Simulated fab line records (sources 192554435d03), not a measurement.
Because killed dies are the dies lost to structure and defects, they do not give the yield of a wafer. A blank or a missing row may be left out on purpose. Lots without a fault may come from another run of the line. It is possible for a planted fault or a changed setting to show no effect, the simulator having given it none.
Comparing a struck lot with a sound one | flow n5Finfet | 34 steps out of a route of 1938
Sound: these wafers, L505.2, L505.3, L505.5. Wafers struck: L510.2, L510.3, L510.6. The cause is named last.
Each step with rows lists, per side, the tool, then ch with its chambers, then its first start. Under that, the readings that differ: sound wafers | struck wafers | difference of the means | sigmas: that difference in standard deviations of wafers without a fault.
alike: same words and numbers on both sides, and readings whose means sit less than 2 such deviations apart. not compared: any withheld reading, any reading some wafer has no value for, any bound like >300 that may hide the same value, and any number with overlapping values for which the record gives no deviation.
A row with sigmas, a row that says differs or no value, or rows on one side alone: a step with any of these is where the two part. When numbers do not overlap yet have no deviation, they are printed without sigmas and do not part them. A reading that every wafer of one side lacks parts them only if that side has two wafers or more.

first, 9 steps without rows for these wafers: N5_BEOL_M8_DESCUM_33 (chemistry O2, time 7 s); N5_BEOL_M8_ETCH_72 (etches underlayer in N2/H2, target depth 6.5 nm, time 5.2 s); N5_BEOL_M8_ETCH_65 (etches SiARC in CF4, target depth 15.6 nm, time 26 s); N5_BEOL_M8_ETCH_66 (etches SOC in N2/H2, target depth 80 nm, overetch 16 nm, time 120 s); N5_BEOL_M8_STRIP_69 (strips in N2/H2); N5_BEOL_M8_STRIP_73 (strips in N2/H2); N5_BEOL_M8_VIA_ETCH_34 (etches SiCOH lowk in C4F6/O2, target depth 125.5 nm, time 50.5 s); N5_BEOL_M8_STRIP_76 (strips in C4F6/O2); N5_BEOL_M8_STRIP_36 (strips in N2/H2).
N5_BEOL_M8_TRENCH_ETCH_37: etches SiCOH lowk in C4F6/O2, target depth 93.478 nm, time 31.2 s.
  sound on rieDiel-03 ch 0,1,3, day 9 22:25; struck on rieDiel-01 ch 0,3, day 11 18:18
  alike: C4F6_flow_sccm, biasW, drypumpMotorCurrentA, oesProductAu, rfVppV, showerheadPlenumPTorr, throttleValvePct
  not compared: rfHoursCounterH
then, 23 steps without rows for these wafers: N5_BEOL_M8_ETCH_41 (etches SiCN in CH3F/O2, target depth 31.9 nm, time 57.8 s); N5_BEOL_M8_STRIP_80 (strips in N2/H2, time 10 s); N5_BEOL_M8_HM_STRIP_39 (strips TiN in peroxide tin strip, target depth 25 nm, time 158 s); N5_BEOL_M8_SRD_40 (time 30 s); N5_BEOL_M8_PRECLEAN_42 (cleans in residue remover, time 60 s); N5_BEOL_M8_SRD_43 (time 30 s); N5_BEOL_M8_CURE_75 (cures SiCOH lowk, time 120 s); N5_BEOL_M8_DEGAS_44 (time 60 s); N5_BEOL_M8_PRE_CLEAN_45 (time 30 s); N5_BEOL_M8_ALD_77 (deposits TaN, target thk 2 nm, pulse time 2 s, purge time 3 s); N5_BEOL_M8_SURFACE_TREAT_79; N5_BEOL_M8_CVD_78 (deposits Co from CCTBA/H2, target thk 2 nm, time 142.3 s); N5_BEOL_M8_SPUTTER_48 (material Cu, target thk 10 nm, time 1.667 s); N5_BEOL_M8_ECD_50 (material Cu, target thk 300 nm); N5_BEOL_M8_ANNEAL_51 (time 90 s); N5_BEOL_M8_CMP_52 (polishes, stops on SiCOH lowk, t overpolish 6.9 s, target thk 80 nm); N5_BEOL_M8_PRE_CLEAN_55 (time 15 s); N5_BEOL_M8_DEP_56 (deposits SiCN from 3MS/NH3, target thk 10 nm, time 17.5 s); N5_BEOL_M9_ILD_DEP_00 (deposits SiCOH lowk from DEMS/porogen, target thk 308.51 nm, time 58 s); N5_BEOL_M9_CURE_71 (cures SiCOH lowk, time 240 s); N5_BEOL_M9_PECVD_70 (deposits SiO2 from TEOS/O2, target thk 20 nm, time 22.7 s); N5_BEOL_M9_HM_DEP_02 (deposits TiN, target thk 20 nm); N5_BEOL_M9_COAT_59 (time 60 s, resist thk 100 nm).
-- a jump in the record: the struck wafers' starts before and after are 3 days apart (it breaks off in module BEOL_M9 and resumes in module PASSIVATION, where the first step shown is number 1936 of the route) --
N5_PASSIVATION_PROBE_49:
  the record has rows for the struck wafers here (prober-02, day 14 15:53) and none for the sound ones

## WHERE THEY PART
Only at N5_PASSIVATION_PROBE_49, as far as this record shows.

WHY: whatever the simulator had introduced
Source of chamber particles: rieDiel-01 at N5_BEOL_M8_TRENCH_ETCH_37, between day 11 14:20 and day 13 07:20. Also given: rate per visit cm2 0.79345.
